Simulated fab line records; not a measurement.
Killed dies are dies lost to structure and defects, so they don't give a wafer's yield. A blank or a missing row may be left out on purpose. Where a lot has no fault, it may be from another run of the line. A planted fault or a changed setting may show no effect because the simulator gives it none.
Comparing a struck lot with a sound one | flow nand-harc | 14 steps out of a route of 1159
Sound: these wafers, L439.2, L439.3, L439.4. Wafers L433.4, L433.5, L433.6 were the ones struck. Last of all comes the cause.
At each step with rows: each side's tool, then ch and its chambers, then its first start. Under that, the readings that differ: sound wafers | struck wafers | difference of the means | sigmas: that difference in standard deviations of wafers without a fault.
alike: readings with means less than 2 such deviations apart, plus words and numbers identical on both sides. not compared: withheld readings, readings lacking a value on some wafer, bounds such as >300 that could conceal the same value, and numbers that have no deviation in the record and whose values overlap.
The two part at a step that has a row with sigmas, a row that says differs or no value, or rows on one side only. Numbers that have no deviation but don't overlap get no sigmas and don't part them. Lack of a reading on every wafer of one side parts them only where that side has two or more wafers.

NHARC_A_STAIRCASE_STRIP_475: strips in O2, time 20 s.
  sound on rie-diel-09 ch 0,2,3; struck on rie-diel-11 ch 0,1,2
  alike: drypump-motor-current-A, mfc-ar-sccm, oes-product-au, rf-vpp-V, showerhead-plenum-p-Torr, throttle-valve-pct
  not compared: rf-hours-counter-h
NHARC_A_STAIRCASE_DEP_471: deposits SiO2, target thk 100 nm.
  sound on pecvd-04 ch 0,1,2, day 17 09:59; struck on pecvd-03 ch 0,1,2, day 16 05:55
  alike: heater-power-w, susceptor-temp-C, throttle-valve-pct
NHARC_A_STAIRCASE_CMP_472: polishes SiO2.
  sound on cmp-01 ch 0,1,2, day 17 10:14; struck on cmp-01 ch 2,3, day 16 06:05
  alike: motor-current-A
after that, 1 step had no rows for these wafers: NHARC_A_STAIRCASE_SRD_474.
NHARC_A_STAIRCASE_INSPECT_155:
  sound: defect-inspect-02 at day 17 10:35; struck: defect-inspect-01 at day 16 06:27
  alike: raw-defect-count
NHARC_A_SGD_CUT_DEP_00: deposits SiNx, target thk 50 nm.
  sound on pecvd-03 ch 0,1,2, day 17 10:39; struck on pecvd-01 ch 0,1,2, day 16 06:43
  alike: heater-power-w, susceptor-temp-C
then, 5 steps without rows for these wafers: NHARC_A_SGD_CUT_DEHYDRATE_01 (time 120 s); NHARC_A_SGD_CUT_HMDS_02 (time 30 s); NHARC_A_SGD_CUT_COAT_56 (time 75 s); NHARC_A_SGD_CUT_COAT_57 (time 65 s); NHARC_A_SGD_CUT_COAT_03 (resist thk 90 nm).
NHARC_A_SGD_CUT_SOFTBAKE_04: time 55 s.
  sound on litho-track-04 ch 0, day 17 10:00; struck on litho-track-01 ch 0, day 16 06:00
  reading                  | sound                | struck               | difference | sigmas
  heater-power-total-W (W) | 188.46 188.69 188.59 | 191.98 192.03 192.06 | +3.44      | +22
  plate-temp-C (C)         | 104.91 104.87 104.85 | 106.65 106.52 106.59 | +1.71      | +14
  resist-line-temp-C (C)   | 23.12 23.06 23.15    | 22.68 22.96 23.00    | -0.23      | -2
then, 2 steps without rows for these wafers: NHARC_A_SGD_CUT_EBR_05; NHARC_END_SORT_01.

## WHERE THEY PART
Only at NHARC_A_SGD_CUT_SOFTBAKE_04, within this record.

WHY: the cause the simulator had injected
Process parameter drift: litho-track-01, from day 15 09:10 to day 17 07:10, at NHARC_A_SGD_CUT_SOFTBAKE_04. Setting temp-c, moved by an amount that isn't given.
